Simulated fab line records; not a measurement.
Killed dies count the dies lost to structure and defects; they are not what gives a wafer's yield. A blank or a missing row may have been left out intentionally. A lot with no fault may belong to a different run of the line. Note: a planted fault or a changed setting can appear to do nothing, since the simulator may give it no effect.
fab line records | flow n5-finfet
record: lots: 9 wafers: 23 last-day: 19
route steps=1938 shown HKMG_FIN@405 GATE_CUT@466 BEOL_M4@1111 PASSIVATION@1936
lots that met no fault: from a run of the same line without faults
start-h: hours from the record's opening day to when the first of the lot's shown wafers began | wait-h: hours since the lot's step before | " the same as in the row above | L1.1+2: one row covering several wafers at once | - no value, or no start given | * or withheld: withheld | < > ~ a bound
route shown NAME@n: a module of which the file shows steps, and the number in the route of the first | usual: the fault-free wafers' mean and standard deviation | same: alike in all rows | chamber/n: place in a boat | sites: readings site by site | _std_site: standard deviation across them | _edge_site: mean of outer sites minus mean of inner sites | radius-mm: for every site, how far away it sits from the centre of the wafer | mask NAME#n: copy n | behind: the last tool/chamber to shape the wafer | hold: cause of the lot's hold/its duration in hours/its outcome | device: the transistor (n, p or np) that didn't switch | end of line: tests run on the same wafers once the route is complete | for a step that has no rows: nothing shown but its recipe | killed: dies lost to structure and defects at the first sort, not the wafer's yield | map: a wafer's dies, x killed, . not, _ none there
set.NAME: the setting the step ran with; set.NAME@STEP: the setting that earlier step ran with | model.NAME: the simulator's own value behind a step, which no gauge read
one table for each step of the route and one row for each wafer, over a sample of lots
services: when a tool's chamber went out of use (start-h, in hours from the record's first day, below 0 if earlier), for how many hours, and the reason
== steps ==
step: N5_HKMG_FIN_STRIP_57
recipe: chemistry: CF4 resist: SiARC power-w: 300 bias-power-w: 75 pressure-mtorr: 50 cf4-flow-sccm: 150 rf-frequency-hz: 6e+07
usual: drypump-motor-current-A: 5.6/0.51 oes-product-au: 0.81/0.081 rf-vpp-V: 271.3/1.5 showerhead-plenum-p-Torr: 1.80/0.066 throttle-valve-pct: 13.52/0.21
columns lot.wafer tool chamber start-h wait-h drypump-motor-current-A oes-product-au rf-hours-counter-h rf-vpp-V showerhead-plenum-p-Torr throttle-valve-pct
L420.2 rie-diel-03 0 88.00 0.0 5.2 0.81 76 272.5 1.89 13.57
L420.3 " 1 " " 6.3 0.82 69 272.0 1.81 13.20
L422.1 rie-diel-04 2 98.80 0.0 6.7 0.69 192 270.8 1.77 13.96
L422.3 " 0 " " 4.9 0.83 68 270.5 1.73 13.46
L422.6 " 0 " " 4.9 0.84 - 271.9 1.73 13.44
L425.1 rie-diel-06 1 112.28 0.0 5.9 0.94 13 273.6 1.92 13.38
L425.4 " 3 " " 4.9 0.99 3 274.1 1.91 13.59
L425.6 " 1 " " 5.9 0.94 - 273.2 1.92 13.39
L426.3 rie-diel-03 2 122.42 0.0 5.6 0.86 50 270.0 1.75 13.57
L426.4 " 0 " " 5.2 0.80 85 272.1 1.88 13.58
L427.2 rie-diel-06 1 127.77 0.0 5.9 0.93 18 274.0 1.92 13.41
L427.3 " 3 " " 4.9 0.96 8 273.4 1.91 13.60
L432.3 rie-diel-03 1 161.04 0.0 6.3 0.80 89 270.4 1.81 13.26
L432.5 " 3 " " 5.7 0.81 - 272.1 1.73 13.29
L435.1 rie-diel-06 0 176.70 0.0 5.2 0.92 14 271.1 1.84 13.43
L435.4 " 3 " " 4.9 0.92 23 273.4 1.90 13.63
L435.6 " 3 " " 4.9 0.92 - 274.0 1.90 13.64
L439.2 rie-diel-03 0 198.88 0.0 5.2 0.77 113 273.6 1.88 13.63
L439.4 " 2 " " 5.6 0.83 78 270.7 1.74 13.65
L439.5 " 1 " " 6.3 0.79 - 271.2 1.80 13.28
L440.3 rie-diel-04 0 203.71 0.0 5.0 0.80 101 269.0 1.72 13.53
L440.4 " 2 " " 6.8 0.67 223 270.0 1.77 14.02
L440.5 " 2 " " 6.8 0.68 - 269.6 1.77 14.04
step: N5_HKMG_FIN_NWFM_ALD_20
recipe: material: TiAlC target-thk-a: 20 temp-c: 300 ald-precursor-family: TiCl4 ald-co-reactant: TEA pulse-time-s: 3 purge-time-s: 2 co-reactant-purge-time-s: 2 co-reactant-pulse-time-s: 10 ald-cycles: 7 pressure-torr: 3
usual: ald-cycles: 7/0 heater-power-w: 487/59 precursor-pulse-height-rel: 0.998/0.021
same: co-reactant-pulse-time-s: 10
columns lot.wafer tool chamber start-h wait-h ald-cycles heater-power-w precursor-pulse-height-rel since-wet-clean-h
L420.2 ald-metal-03 0 92.96 0.3 7 452 1.006 4371
L420.3 " 3 " " 7 572 0.980 4371
L422.1 ald-metal-03 2 104.96 0.3 7 561 0.979 4383
L422.3 " 0 " " 7 450 0.997 4383
L422.6 " 3 " " 7 578 0.972 -
L425.1 ald-metal-03 3 117.40 0.3 7 561 0.946 4396
L425.4 " 0 " " 7 436 0.975 4396
L425.6 " 2 " " 7 571 1.006 -
L426.3 ald-metal-03 1 128.04 0.1 5 491 1.020 4406
L426.4 " 2 " " 7 561 1.016 4406
L427.2 ald-metal-03 1 132.86 0.3 5 491 1.043 4411
L427.3 " 3 " " 5 574 1.014 4411
L432.3 ald-metal-03 2 166.88 0.1 5 583 0.985 4445
L432.5 " 3 " " 7 585 0.994 -
L435.1 ald-metal-04 2 181.74 0.3 7 417 1.039 2922
L435.4 " 3 " " 7 436 0.997 2922
L435.6 " 0 " " 7 438 0.999 -
L439.2 ald-metal-01 0 204.31 0.3 7 523 0.993 6021
L439.4 " 2 " " 7 468 0.980 6021
L439.5 " 3 " " 7 438 0.989 -
L440.3 ald-metal-01 0 209.59 0.1 7 514 0.977 6026
L440.4 " 2 " " 7 471 1.002 6026
L440.5 " 3 " " 7 422 0.998 -
step: N5_HKMG_FIN_W_FILL_22
recipe: material: W target-thk-a: 600 temp-c: 400 pressure-torr: 39.4 time-s: 18.2
usual: heater-power-w: 867/47 throttle-valve-pct: 18.5/0.38
columns lot.wafer tool chamber start-h wait-h heater-power-w since-wet-clean-h throttle-valve-pct
L420.2 cvd-w-01 0 94.57 0.0 797 263 18.2
L420.3 " 1 " " 874 - 18.7
L422.1 cvd-w-02 1 106.57 0.0 934 789 18.5
L422.3 " 1 " " 937 - 18.7
L422.6 " 1 " " 918 - 18.6
L425.1 cvd-w-02 0 119.00 0.0 850 801 18.2
L425.4 " 0 " " 854 - 17.8
L425.6 " 1 " " 933 - 18.7
L426.3 cvd-w-02 1 129.87 0.0 917 - 18.7
L426.4 " 0 " " 869 - 18.0
L427.2 cvd-w-02 1 134.46 0.0 898 816 18.7
L427.3 " 0 " " 841 - 18.2
L432.3 cvd-w-01 1 168.51 0.0 844 - 19.2
L432.5 " 0 " " 785 - 17.9
L435.1 cvd-w-01 1 183.35 0.0 856 351 19.1
L435.4 " 1 " " 862 - 19.2
L435.6 " 0 " " 787 - 18.3
L439.2 cvd-w-01 0 205.96 0.0 794 374 18.4
L439.4 " 0 " " 777 - 18.6
L439.5 " 0 " " 810 - 18.5
L440.3 cvd-w-02 1 211.21 0.0 909 - 18.8
L440.4 " 0 " " 856 - 18.1
L440.5 " 1 " " 928 - 18.5
step: N5_GATE_CUT_ETCH_56
recipe: chemistry: Cl2/Ar target: TiN target-depth-a: 216 pressure-mtorr: 10 icp-w: 600 bias-w: 60 Cl2_flow_sccm: 40 Ar_flow_sccm: 60
usual: bias-w: 60.03/0.2 drypump-motor-current-A: 5.6/0.65 oes-product-au: 0.72/0.091 throttle-valve-pct: 20.88/0.2
columns lot.wafer tool chamber start-h wait-h bias-w drypump-motor-current-A oes-product-au rf-hours-counter-h throttle-valve-pct
L420.2 rie-metal-02 0 95.54 0.1 59.99 5.6 0.88 9 20.56
L420.3 " 0 " " 59.80 5.7 0.89 - 20.57
L422.1 rie-metal-01 1 107.54 0.1 60.29 5.1 0.63 104 20.86
L422.3 " 0 " " 59.99 6.7 0.79 - 21.09
L422.6 " 1 " " 60.10 5.1 0.64 - 20.84
L425.1 rie-metal-01 0 120.00 0.1 59.92 6.7 0.78 40 21.10
L425.4 " 0 " " 60.03 6.7 0.79 - 21.08
L425.6 " 0 " " 59.89 6.7 0.79 - 21.08
L426.3 rie-metal-02 0 130.86 0.1 59.88 5.7 0.87 - 20.56
L426.4 " 1 " " 59.82 5.9 0.65 - 20.95
L427.2 rie-metal-02 0 135.44 0.1 60.12 5.7 0.88 11 20.54
L427.3 " 1 " " 60.02 5.9 0.66 - 20.93
L432.3 rie-metal-01 1 169.51 0.1 60.00 5.1 0.63 - 20.89
L432.5 " 1 " " 60.11 5.1 0.63 - 20.86
L435.1 rie-metal-01 1 184.32 0.1 60.12 5.1 0.63 109 20.87
L435.4 " 1 " " 60.09 5.1 0.63 - 20.87
L435.6 " 0 " " 59.99 6.7 0.78 - 21.09
L439.2 rie-metal-01 0 206.93 0.1 60.06 6.7 0.78 46 21.10
L439.4 " 0 " " 59.91 6.7 0.78 - 21.10
L439.5 " 0 " " 60.39 6.7 0.77 - 21.10
L440.3 rie-metal-03 1 212.20 0.1 59.96 5.1 0.79 - 20.61
L440.4 " 0 " " 59.90 5.3 0.61 - 21.08
L440.5 " 1 " " 59.87 5.1 0.78 - 20.62
step: N5_BEOL_M4_RC_MEAS_101
usual: DIBL_N: 36.0/2.2 DIBL_P: 36.2/2.4 IOFF_N: 0.16/0.035 IOFF_N_85C: 3.1/0.57 IOFF_N_LIN: 0.073/0.013 IOFF_N_LONG: 5.49e-05/1.8e-06 IOFF_P: 0.21/0.037 IOFF_P_85C: 3.6/0.54 IOFF_P_LIN: 0.099/0.013 IOFF_P_LONG: 0.000105/6.9e-06 ION_N: 672/13 ION_P: 461/7 SS_N: 71.4/0.69 SS_P: 73.2/0.75 VT_N: 250/3.4 VT_N_LONG: 275.3/1.9 VT_N_LVT: 99/3.6 VT_P: -251/3 VT_P_LONG: -275.6/2.6 VT_P_LVT: -99.1/2.7
columns lot.wafer tool chamber start-h wait-h DIBL_N[mV/V] DIBL_P[mV/V] IOFF_N[nA/um] IOFF_N_85C[nA/um] IOFF_N_LIN[nA/um] IOFF_N_LONG[nA/um] IOFF_P[nA/um] IOFF_P_85C[nA/um] IOFF_P_LIN[nA/um] IOFF_P_LONG[nA/um] ION_N[uA/um] ION_P[uA/um] SS_N[mV/dec] SS_P[mV/dec] VT_N[mV] VT_N_LONG[mV] VT_N_LVT[mV] VT_P[mV] VT_P_LONG[mV] VT_P_LVT[mV]
L420.2 prober-01 0 202.54 0.2 38.5 37.1 0.18 3.5 0.083 5.58e-05 0.22 3.8 0.102 0.000104 671 458 72.7 73.8 247 274.8 97 -250 -275.4 -98.6
L420.3 " 0 " " 39.2 37.9 0.21 3.9 0.090 5.56e-05 0.24 4.2 0.110 0.000102 679 458 71.8 73.9 248 274.3 94 -246 -272.9 -96.7
L422.1 prober-02 0 232.31 0.0 34.8 35.5 0.14 2.7 0.067 5.51e-05 0.20 3.6 0.101 0.000113 672 463 70.9 73.6 252 271.0 100 -252 -272.6 -97.5
L422.3 " 0 " " 34.9 35.1 0.14 2.8 0.069 5.56e-05 0.20 3.5 0.102 0.000103 666 462 70.7 72.9 251 275.1 99 -248 -273.8 -98.2
L422.6 " 0 " " 33.5 34.3 0.12 2.5 0.061 5.48e-05 0.18 3.3 0.094 0.00011 661 457 70.3 72.7 254 276.0 101 -251 -273.8 -99.4
L425.1 prober-02 0 235.70 0.0 34.2 33.5 0.13 2.7 0.065 5.85e-05 0.18 3.3 0.094 0.000116 675 465 70.3 72.5 252 272.9 102 -250 -272.4 -100.2
L425.4 " 0 " " 36.7 37.9 0.18 3.5 0.087 5.76e-05 0.24 4.1 0.114 0.000113 684 471 71.8 73.6 246 271.7 96 -246 -273.0 -96.6
L425.6 " 0 " " 36.2 36.5 0.16 3.2 0.078 5.78e-05 0.22 3.8 0.107 0.000111 683 460 70.8 73.1 249 273.5 98 -250 -272.4 -98.1
L426.3 prober-01 0 241.01 0.3 38.7 40.3 0.04 1.0 0.017 2.47e-05 0.42 6.4 0.183 0.000145 580 486 71.9 74.4 293 325.0 141 -233 -262.7 -82.9
L426.4 " 0 " " 35.8 36.0 0.15 3.0 0.066 5.34e-05 0.18 3.2 0.088 9.1e-05 647 445 72.5 73.0 253 275.8 98 -253 -278.0 -100.6
L427.2 prober-02 0 261.22 0.2 37.0 38.9 0.02 0.7 0.012 2.48e-05 0.32 5.3 0.155 0.000161 554 477 71.7 73.3 303 324.8 152 -237 -260.8 -86.8
L427.3 " 0 " " 39.7 41.3 0.04 0.9 0.015 2.46e-05 0.39 6.1 0.176 0.000148 563 477 72.9 74.5 296 327.2 147 -236 -261.7 -85.3
L432.3 prober-02 0 302.42 0.3 35.7 36.3 0.03 0.7 0.012 2.6e-05 0.32 5.2 0.150 0.00015 564 486 71.7 73.6 300 330.5 150 -240 -264.2 -88.6
L432.5 " 0 " " 36.6 37.7 0.17 3.3 0.076 5.46e-05 0.22 3.8 0.101 9.9e-05 665 464 72.0 73.7 251 277.8 100 -252 -276.8 -99.7
L435.1 prober-01 0 302.65 0.0 36.3 34.9 0.13 2.6 0.061 5.24e-05 0.19 3.3 0.091 0.000106 659 452 71.5 73.4 252 276.5 103 -250 -275.9 -102.9
L435.4 " 0 " " 32.1 30.5 0.09 1.8 0.044 5.18e-05 0.14 2.5 0.075 0.000105 651 450 69.7 72.0 258 279.1 108 -256 -275.5 -104.7
L435.6 " 0 " " 32.0 30.6 0.09 1.8 0.044 5.14e-05 0.14 2.6 0.075 0.000109 647 452 69.8 71.9 259 276.6 108 -254 -273.9 -105.2
L439.2 prober-02 0 333.93 0.2 36.0 34.2 0.14 2.7 0.067 5.83e-05 0.21 3.7 0.108 0.000119 677 467 71.6 73.0 251 275.0 101 -244 -271.6 -98.4
L439.4 " 0 " " 39.7 38.0 0.20 3.7 0.088 5.82e-05 0.28 4.7 0.130 0.000125 687 476 71.6 73.2 247 274.6 98 -243 -271.2 -95.4
L439.5 " 0 " " 38.7 37.5 0.18 3.4 0.081 5.85e-05 0.26 4.4 0.122 0.00012 677 471 71.9 73.5 247 277.5 99 -245 -269.3 -96.9
L440.3 prober-02 0 338.34 0.3 37.0 38.6 0.19 3.6 0.087 5.69e-05 0.23 3.7 0.100 0.000108 689 460 71.7 74.1 247 271.6 96 -250 -277.3 -98.8
L440.4 " 0 " " 37.4 39.4 0.20 3.9 0.091 5.83e-05 0.23 3.8 0.103 0.0001 696 470 72.3 73.4 247 272.0 94 -251 -276.8 -99.8
L440.5 " 0 " " 35.2 37.4 0.17 3.3 0.080 5.67e-05 0.21 3.5 0.096 0.000102 681 468 71.6 73.8 250 273.3 96 -251 -276.7 -100.4
step: N5_PASSIVATION_PROBE_49
usual: defect-limited-yield: 91.2/1.4 killed_at_M0_to_M3: 34/9.4 killed_at_M4_up: 14/5.6 killed-at-contacts: 13/7.8 killed-at-front-end: 37/10 killed-at-other: 4/3.3 killed-dies: 103/17 killed-open: 68/13 killed-short: 33/8.2 sort_bin_4_leakage: 0.00/0.0071 sort_bin_5_function: 5.1/0.92 sort_bin_6_memory: 3.3/0.71 sort_bin_8_speed: 0.01/0.043 sort-n-pass: 1077/17 sort-yield-pct: 91.2/1.4
same: gross-dies: 1180 killed-at-back-side: 0
columns lot.wafer tool chamber start-h wait-h defect-limited-yield[%] killed_at_M0_to_M3 killed_at_M4_up killed-at-contacts killed-at-front-end killed-at-other killed-dies killed-open killed-short sort_bin_4_leakage[%] sort_bin_5_function[%] sort_bin_6_memory[%] sort_bin_8_speed[%] sort-n-pass sort-yield-pct[%]
L420.2 prober-01 - 309.28 0.1 90.5 47 12 11 32 10 112 77 33 0 5.5 3.7 0 1068 90.5
L420.3 prober-01 - 309.33 0.1 90.0 45 17 6 45 5 118 76 34 0 5.2 4.1 0 1062 90.0
L422.1 prober-01 - 333.99 0.0 93.6 25 12 8 29 1 75 45 26 0 4.1 2.1 0 1105 93.6
L422.3 prober-01 - 334.09 0.1 90.1 24 15 24 51 3 117 81 28 0 5.1 4.2 0 1063 90.1
L422.6 prober-01 - 334.24 0.3 89.8 39 27 19 31 4 120 75 37 0 5.8 3.5 0 1060 89.8
L425.1 prober-02 - 343.83 0.0 91.3 24 25 16 33 5 103 72 31 0 5.5 3.1 0 1077 91.3
L425.4 prober-02 - 343.98 0.2 91.1 29 16 15 39 6 105 65 39 0 4.9 3.8 0 1075 91.1
L425.6 prober-02 - 344.08 0.3 92.7 32 11 3 36 4 86 53 32 0 4.4 2.4 0 1094 92.7
L426.3 prober-02 - 347.24 0.1 91.3 30 9 6 50 8 103 62 37 0.59 5.1 3.1 90.68 0 0
L426.4 prober-02 - 347.29 0.2 90.2 49 12 17 38 0 116 74 41 0 5.7 3.6 0 1064 90.2
L427.2 prober-01 - 362.82 0.1 91.0 38 13 23 27 5 106 69 33 0 5.7 2.8 91.02 0 0
L427.3 prober-01 - 362.87 0.1 90.7 30 13 19 40 8 110 68 41 0.25 5.0 3.9 90.42 0 0
L435.1 prober-01 - 407.89 0.0 88.7 43 12 25 49 4 133 72 61 0 6.6 4.2 0 1047 88.7
L435.4 prober-01 - 408.04 0.2 89.7 35 22 19 37 8 121 86 34 0 5.6 4.3 0.08 1058 89.7
L435.6 prober-01 - 408.14 0.3 86.4 37 12 25 76 10 160 107 52 0 7.1 5.8 0 1020 86.4
L432.3 prober-02 - 418.77 0.1 94.0 30 7 4 26 4 71 48 22 0 3.2 2.6 94.07 0 0
L432.5 prober-02 - 418.87 0.2 91.9 30 11 5 40 9 95 68 25 0 4.4 3.6 0 1085 91.9
L439.2 prober-01 - 441.26 0.3 91.9 51 11 7 26 1 96 61 34 0 5.0 2.9 0 1084 91.9
L439.4 prober-01 - 441.36 0.4 89.1 55 23 16 34 1 129 90 28 0 5.8 4.2 0 1051 89.1
L439.5 prober-01 - 441.41 0.4 87.9 67 12 31 31 2 143 104 38 0 8.0 3.6 0 1037 87.9
L440.3 prober-02 - 452.61 0.1 91.1 41 21 11 29 3 105 63 35 0 5.0 3.1 0 1075 91.1
L440.4 prober-02 - 452.66 0.2 90.7 35 29 11 35 0 110 82 27 0 5.1 4.0 0 1070 90.7
L440.5 prober-02 - 452.71 0.2 91.4 25 13 8 52 4 102 71 25 0 4.2 3.7 0 1078 91.4
killed by level:class
L420.2 BEOL_M2:geometric-particle:open=18 MOL_CONTACT_COAG:geometric-particle:open=9 BEOL_M0_SAQP:geometric-particle:short=8 STI_FIN_REVEAL:geometric-particle:open=7 BEOL_M0_SAQP:geometric-particle:open=7 DUMMY_GATE:geometric-particle:open=6 FIN_SAQP:geometric-particle:open=4 BEOL_M2:geometric-particle:short=4
L420.3 BEOL_M2:geometric-particle:open=12 FIN_SAQP:geometric-particle:open=9 STI_FIN_REVEAL:geometric-particle:open=9 FIN_SAQP:geometric-particle:short=7 BEOL_M0_SAQP:geometric-particle:short=7 BEOL_M0_SAQP:geometric-particle:open=7 HKMG_FIN:area-etch=7 MOL_CONTACT_COAG:geometric-particle:open=6
L422.1 GATE_CUT:geometric-particle:open=7 MOL_CONTACT_COAG:geometric-particle:open=6 FIN_SAQP:geometric-particle:open=5 BEOL_M1:geometric-particle:open=5 BEOL_M3:geometric-particle:open=5 BEOL_M4:geometric-particle:open=5 BEOL_M0_SAQP:geometric-particle:short=4 STARTING-WAFER:geometric-particle:short=4
L422.3 MOL_CONTACT_COAG:geometric-particle:open=21 FIN_SAQP:geometric-particle:open=15 GATE_CUT:geometric-particle:short=8 BEOL_M0_SAQP:geometric-particle:open=7 BEOL_M3:geometric-particle:open=6 STI_FIN_REVEAL:geometric-particle:open=5 HKMG_FIN:area-etch=5 STARTING-WAFER:geometric-particle:open=4
L422.6 MOL_CONTACT_COAG:geometric-particle:open=17 BEOL_M3:geometric-particle:open=9 BEOL_M0_SAQP:geometric-particle:open=8 BEOL_M4:geometric-particle:short=7 BEOL_M4:geometric-particle:open=6 DUMMY_GATE:geometric-particle:open=6 HKMG_FIN:area-etch=6 FIN_SAQP:geometric-particle:open=5
L425.1 MOL_CONTACT_COAG:geometric-particle:open=15 BEOL_M0_SAQP:geometric-particle:short=8 STI_FIN_REVEAL:geometric-particle:open=7 FIN_SAQP:geometric-particle:short=6 BEOL_M5:geometric-particle:open=6 GATE_CUT:geometric-particle:short=5 BEOL_M0_SAQP:geometric-particle:open=5 BEOL_M7:geometric-particle:open=5
L425.4 BEOL_M0_SAQP:geometric-particle:open=14 MOL_CONTACT_COAG:geometric-particle:open=9 FIN_SAQP:geometric-particle:short=7 STI_FIN_REVEAL:geometric-particle:open=7 BEOL_M2:geometric-particle:open=7 MOL_CONTACT_COAG:geometric-particle:short=6 BEOL_M4:geometric-particle:open=6 FIN_SAQP:geometric-particle:open=5
L425.6 BEOL_M0_SAQP:geometric-particle:short=11 STI_FIN_REVEAL:geometric-particle:open=10 BEOL_M0_SAQP:geometric-particle:open=7 GATE_CUT:geometric-particle:short=6 FIN_SAQP:geometric-particle:open=5 BEOL_M1:geometric-particle:open=5 BEOL_M2:geometric-particle:open=4 BEOL_M4:geometric-particle:open=4
L426.3 STI_FIN_REVEAL:geometric-particle:open=15 BEOL_M0_SAQP:geometric-particle:open=12 BEOL_M0_SAQP:geometric-particle:short=11 ILD0:geometric-particle:short=5 MOL_CONTACT_COAG:geometric-particle:open=5 FIN_SAQP:geometric-particle:short=4 ILD0:geometric-particle:open=4 STARTING-WAFER:geometric-particle:short=4
L426.4 BEOL_M0_SAQP:geometric-particle:short=15 MOL_CONTACT_COAG:geometric-particle:open=13 STI_FIN_REVEAL:geometric-particle:open=12 BEOL_M0:geometric-particle:short=8 DUMMY_GATE:geometric-particle:open=7 BEOL_M0_SAQP:geometric-particle:open=7 BEOL_M3:geometric-particle:open=6 FIN_SAQP:geometric-particle:open=5
L427.2 MOL_CONTACT_COAG:geometric-particle:open=15 BEOL_M2:geometric-particle:open=11 MOL_CONTACT_COAG:geometric-particle:short=8 BEOL_M0_SAQP:geometric-particle:open=8 BEOL_M0_SAQP:geometric-particle:short=8 FIN_SAQP:geometric-particle:short=6 BEOL_M0:geometric-particle:open=6 BEOL_M4:geometric-particle:open=6
L427.3 MOL_CONTACT_COAG:geometric-particle:open=13 FIN_SAQP:geometric-particle:short=11 BEOL_M2:geometric-particle:open=9 BEOL_M1:geometric-particle:open=7 BEOL_M4:geometric-particle:open=7 STI_FIN_REVEAL:geometric-particle:open=6 MOL_CONTACT_COAG:geometric-particle:short=6 STI_FIN_REVEAL:geometric-particle:short=5
L435.1 FIN_SAQP:geometric-particle:short=21 BEOL_M0_SAQP:geometric-particle:short=16 MOL_CONTACT_COAG:geometric-particle:open=16 BEOL_M0_SAQP:geometric-particle:open=13 MOL_CONTACT_COAG:geometric-particle:short=9 STI_FIN_REVEAL:geometric-particle:open=8 BEOL_M3:geometric-particle:open=5 BEOL_M0:geometric-particle:open=5
L435.4 MOL_CONTACT_COAG:geometric-particle:open=16 FIN_SAQP:geometric-particle:open=11 BEOL_M0_SAQP:geometric-particle:open=7 BEOL_M2:geometric-particle:open=7 BEOL_M0_SAQP:geometric-particle:short=6 BEOL_M4:geometric-particle:open=6 FIN_SAQP:geometric-particle:short=5 BEOL_M7:geometric-particle:open=5
L435.6 MOL_CONTACT_COAG:geometric-particle:open=19 FIN_SAQP:geometric-particle:open=18 STI_FIN_REVEAL:geometric-particle:open=16 FIN_SAQP:geometric-particle:short=15 BEOL_M0_SAQP:geometric-particle:open=10 BEOL_M0_SAQP:geometric-particle:short=10 DUMMY_GATE:geometric-particle:open=7 BEOL_M2:geometric-particle:open=7
L432.3 BEOL_M3:geometric-particle:open=8 STI_FIN_REVEAL:geometric-particle:open=6 BEOL_M0_SAQP:geometric-particle:open=6 BEOL_M1:geometric-particle:open=6 FIN_SAQP:geometric-particle:short=4 FIN_SAQP:geometric-particle:open=3 STI_FIN_REVEAL:geometric-particle:short=3 MOL_CONTACT_COAG:geometric-particle:open=3
L432.5 BEOL_M3:geometric-particle:open=9 STI_FIN_REVEAL:geometric-particle:open=8 BEOL_M4:geometric-particle:open=8 FIN_SAQP:geometric-particle:open=6 BEOL_M1:geometric-particle:open=6 GATE_CUT:geometric-particle:short=5 MOL_CONTACT_COAG:geometric-particle:open=5 BEOL_M3:geometric-particle:short=4
L439.2 BEOL_M0_SAQP:geometric-particle:open=14 BEOL_M0_SAQP:geometric-particle:short=12 STI_FIN_REVEAL:geometric-particle:open=8 BEOL_M1:geometric-particle:open=8 BEOL_M3:geometric-particle:open=7 STARTING-WAFER:geometric-particle:short=7 STARTING-WAFER:geometric-particle:open=6 MOL_CONTACT_COAG:geometric-particle:open=5
L439.4 BEOL_M3:geometric-particle:open=15 BEOL_M1:geometric-particle:open=14 MOL_CONTACT_COAG:geometric-particle:open=13 BEOL_M4:geometric-particle:open=11 HKMG_FIN:area-etch=9 BEOL_M0_SAQP:geometric-particle:short=8 STI_FIN_REVEAL:geometric-particle:open=7 BEOL_M1:geometric-particle:short=7
L439.5 BEOL_M3:geometric-particle:open=31 MOL_CONTACT_COAG:geometric-particle:open=23 STI_FIN_REVEAL:geometric-particle:open=10 MOL_CONTACT_COAG:geometric-particle:short=8 GATE_CUT:geometric-particle:short=7 BEOL_M4:geometric-particle:open=7 BEOL_M1:geometric-particle:open=7 BEOL_M3:geometric-particle:short=7
L440.3 BEOL_M2:geometric-particle:open=11 MOL_CONTACT_COAG:geometric-particle:open=9 BEOL_M0_SAQP:geometric-particle:short=9 FIN_SAQP:geometric-particle:short=8 BEOL_M4:geometric-particle:open=8 BEOL_M0_SAQP:geometric-particle:open=6 BEOL_M3:geometric-particle:open=6 HKMG_FIN:area-etch=6
L440.4 BEOL_M2:geometric-particle:open=13 BEOL_M4:geometric-particle:open=12 STI_FIN_REVEAL:geometric-particle:open=11 MOL_CONTACT_COAG:geometric-particle:open=8 BEOL_M6:geometric-particle:open=8 BEOL_M1:geometric-particle:open=6 BEOL_M0_SAQP:geometric-particle:open=6 GATE_CUT:geometric-particle:short=5
L440.5 STI_FIN_REVEAL:geometric-particle:open=17 BEOL_M2:geometric-particle:open=13 GATE_CUT:geometric-particle:short=9 MOL_CONTACT_COAG:geometric-particle:open=7 FIN_SAQP:geometric-particle:short=6 HKMG_FIN:area-etch=6 FIN_SAQP:geometric-particle:open=4 BEOL_M3:geometric-particle:open=4
== services ==
columns tool chamber start-h hours kind
rie-diel-06 3 70.48 - clean
rie-diel-06 3 70.48 - consumable-replace:focus-ring
rie-diel-06 3 70.48 - consumable-replace:showerhead
rie-diel-06 3 70.48 28.0 scheduled-down
rie-diel-06 3 70.48 28.0 vent-cycle
rie-diel-03 0 72.76 9.1 repair
rie-diel-06 - 74.08 0.7 repair
rie-metal-01 - 88.18 1.0 repair
rie-diel-06 0 112.78 - clean
rie-diel-06 0 112.78 - consumable-replace:focus-ring
ald-metal-04 - 119.93 0.2 repair
rie-metal-02 - 121.15 4.3 pm
cvd-w-01 - 122.41 1.0 repair
rie-metal-03 - 128.76 2.8 pm
cvd-w-01 - 128.87 23.9 repair
ald-metal-04 1 132.88 8.0 repair
ald-metal-03 - 141.03 0.8 repair
rie-diel-04 2 142.43 9.2 repair
cvd-w-01 - 152.80 2.8 pm
rie-diel-04 3 166.11 2.1 repair
rie-metal-02 - 181.30 1.0 repair
rie-diel-06 - 202.66 1.0 repair
rie-metal-03 0 205.63 1.3 repair
ald-metal-04 - 206.18 28.1 pm
== key ==
first-sign: step: N5_HKMG_FIN_NWFM_ALD_20 reading: ald-cycles direction: down sigmas: 99+ usual: * struck: *
effect: step: N5_BEOL_M4_RC_MEAS_101 reading: VT_N_LONG direction: up sigmas: 28 usual: 275.3 struck: 326.9
effect: step: N5_BEOL_M4_RC_MEAS_101 reading: IOFF_N_LONG direction: down sigmas: 16 usual: 5.49e-05 struck: 2.51e-05
effect: step: N5_BEOL_M4_RC_MEAS_101 reading: VT_N direction: up sigmas: 14 usual: 250 struck: 298
effect: step: N5_BEOL_M4_RC_MEAS_101 reading: VT_N_LVT direction: up sigmas: 14 usual: 99 struck: 148
effect: step: N5_BEOL_M4_RC_MEAS_101 reading: ION_N direction: down sigmas: 8.5 usual: 672 struck: 565
effect: step: N5_BEOL_M4_RC_MEAS_101 reading: IOFF_P_LONG direction: up sigmas: 6.7 usual: 0.000105 struck: 0.000151
effect: step: N5_BEOL_M4_RC_MEAS_101 reading: VT_P_LONG direction: up sigmas: 5.1 usual: -275.6 struck: -262.3
effect: step: N5_BEOL_M4_RC_MEAS_101 reading: IOFF_P_LIN direction: up sigmas: 5.1 usual: 0.099 struck: 0.166
effect: step: N5_BEOL_M4_RC_MEAS_101 reading: VT_P_LVT direction: up sigmas: 4.9 usual: -99.1 struck: -85.9
effect: step: N5_BEOL_M4_RC_MEAS_101 reading: VT_P direction: up sigmas: 4.7 usual: -251 struck: -236
effect: step: N5_BEOL_M4_RC_MEAS_101 reading: IOFF_N_LIN direction: down sigmas: 4.4 usual: 0.073 struck: 0.014
effect: step: N5_BEOL_M4_RC_MEAS_101 reading: IOFF_P direction: up sigmas: 4.1 usual: 0.21 struck: 0.36
effect: step: N5_PASSIVATION_PROBE_49 reading: sort_bin_8_speed direction: up sigmas: 99+ usual: 0.01 struck: 91.55
met-at N5_HKMG_FIN_NWFM_ALD_20
struck-lots L426,L427,L432
struck-wafers L426.3,L427.2,L427.3,L432.3
not-acting-at N5_HKMG_FIN_STRIP_57,N5_HKMG_FIN_W_FILL_22,N5_GATE_CUT_ETCH_56
onset-between 117.40 128.04
fault: kind: process-parameter-drift tool: ald-metal-03 chamber: - onset-h: 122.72 steps: N5_HKMG_FIN_NWFM_ALD_20 channel: ald-cycles offset: * shape: step end-h: 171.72 scope: struck-wafers-only acts-in: * stated: *
